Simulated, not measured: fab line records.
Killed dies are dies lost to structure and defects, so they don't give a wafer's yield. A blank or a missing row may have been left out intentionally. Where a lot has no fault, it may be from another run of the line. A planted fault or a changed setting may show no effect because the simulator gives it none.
Split-lot study -- flow n5-finfet -- 21 wafers read across 7 lots, on a route 1938 steps long

ON THE SPLIT
At N5_BEOL_M11_VIA_ETCH_34 (etches SiCOH lowk in C4F6/O2, target depth 184.5 nm, time 69.2 s), the setting time-s was moved away from the recipe's 69.2 s on 8 of the 21 wafers read, by -20.6% to +18.8%. For the rest of the wafers, this setting stayed at what the recipe calls for.

The split's own step is where the reading is taken.

THE READING
SOC_of_BEOL_M11_COAT_63.thk-nm (the simulator's own value, which no gauge read), in nm, at N5_BEOL_M11_VIA_ETCH_34 (etches SiCOH lowk in C4F6/O2, target depth 184.5 nm, time 69.2 s). No usual value for it is given in the file. Average 92.1 nm, standard deviation 0.24 nm, over the 13 wafers here run with the recipe.

wafer,"tool, chamber at the split","time-s as run, s",against the recipe,"SOC_of_BEOL_M11_COAT_63.thk-nm, nm",against lot-mates on the recipe
L076.1,"rie-diel-04, 0",56.61,-18.2%,93.4,+1.2
L076.3,"rie-diel-04, 1",69.2,recipe,92.2,-
L076.5,"rie-diel-04, 2",56.61,-18.2%,93.6,+1.4
L077.1,"rie-diel-05, 2",54.93,-20.6%,93.6,+1.6
L077.2,"rie-diel-05, 0",69.2,recipe,92,-
L077.6,"rie-diel-05, 2",69.2,recipe,92,-
L082.2,"rie-diel-04, 1",69.2,recipe,92.6,-
L082.3,"rie-diel-04, 0",69.2,recipe,92,-
L082.5,"rie-diel-04, 0",69.2,recipe,91.8,-
L079.4,"rie-diel-04, 2",59.69,-13.7%,92.8,no lot-mate on the recipe
L079.5,"rie-diel-04, 2",59.69,-13.7%,93,no lot-mate on the recipe
L079.6,"rie-diel-04, 1",59.69,-13.7%,93.2,no lot-mate on the recipe
L081.1,"rie-diel-03, 0",69.2,recipe,92,-
L081.5,"rie-diel-03, 1",69.2,recipe,92,-
L081.6,"rie-diel-03, 0",69.2,recipe,92.2,-
L087.1,"rie-diel-03, 3",69.2,recipe,92,-
L087.2,"rie-diel-03, 1",81.06,+17.1%,90.6,-1.3
L087.4,"rie-diel-03, 0",69.2,recipe,91.8,-
L086.1,"rie-diel-04, 2",82.24,+18.8%,91,-1.3
L086.2,"rie-diel-04, 3",69.2,recipe,92.6,-
L086.4,"rie-diel-04, 0",69.2,recipe,92,-

FIT RESULTS
A straight line over all 21 wafers: SOC_of_BEOL_M11_COAT_63.thk-nm changes by -0.0721 nm for each +1% of time-s; r = -0.96; the points scatter about the line by 0.23 nm.
The same after taking each lot's own level away (the mean of its wafers on the recipe; 18 wafers): -0.0732 nm for each +1%; r = -0.97; scatter 0.2 nm.
According to that fit, moving time-s by its largest amount changes the reading by 1.5 nm.
Across the lots, their own levels run from 91.90 to 92.30 nm, a range of 1.6 times the standard deviation given above.
Consequently the slope shifts little with the lot-to-lot level, the two slopes agreeing.
Check: +1.48 nm against its lot-mates is what the line predicts for one of the wafers moved furthest among these (-20.6%) when that wafer is left out of the fit. Against them it came out at +1.6 nm.

OTHER SPLITS ON THESE WAFERS
Note: prior to the reading, these wafers also went through further splits. Each is held against what the fit with the lots' levels taken away leaves over:
other split on the same wafers,wafers away from the commonest value,r with SOC_of_BEOL_M11_COAT_63.thk-nm (lot level and that fit taken away)
N5_BEOL_M8_COAT_22 spin-rpm,6,+0.08
N5_BEOL_M9_ETCH_65 bias-w,9,+0.24
N5_BEOL_M9_ETCH_66 time-s,8,+0.43
N5_BEOL_M11_EXPOSE_08 dose-mj,4,+0.04
N5_BEOL_M11_ETCH_62 time-s,6,-0.08

THE WHOLE CHAIN: every reading that the file lists as answering this split, in the file's order
step,what it does,reading,change (the file's fit),r (the file's)
N5_BEOL_M11_VIA_ETCH_34,"etches SiCOH lowk in C4F6/O2, target depth 184.5 nm, time 69.2 s","etch.depth-nm (the simulator's own value, which no gauge read)",+1.7 nm for each +1% of the setting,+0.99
N5_BEOL_M11_VIA_ETCH_34,"etches SiCOH lowk in C4F6/O2, target depth 184.5 nm, time 69.2 s","SOC_of_BEOL_M11_COAT_63.thk-nm (the simulator's own value, which no gauge read)",-0.0736 nm for each +1% of the setting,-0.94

THE FILE'S OWN FIT
SOC_of_BEOL_M11_COAT_63.thk-nm changes by -0.0736 nm for each +1% of time-s, r = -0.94.
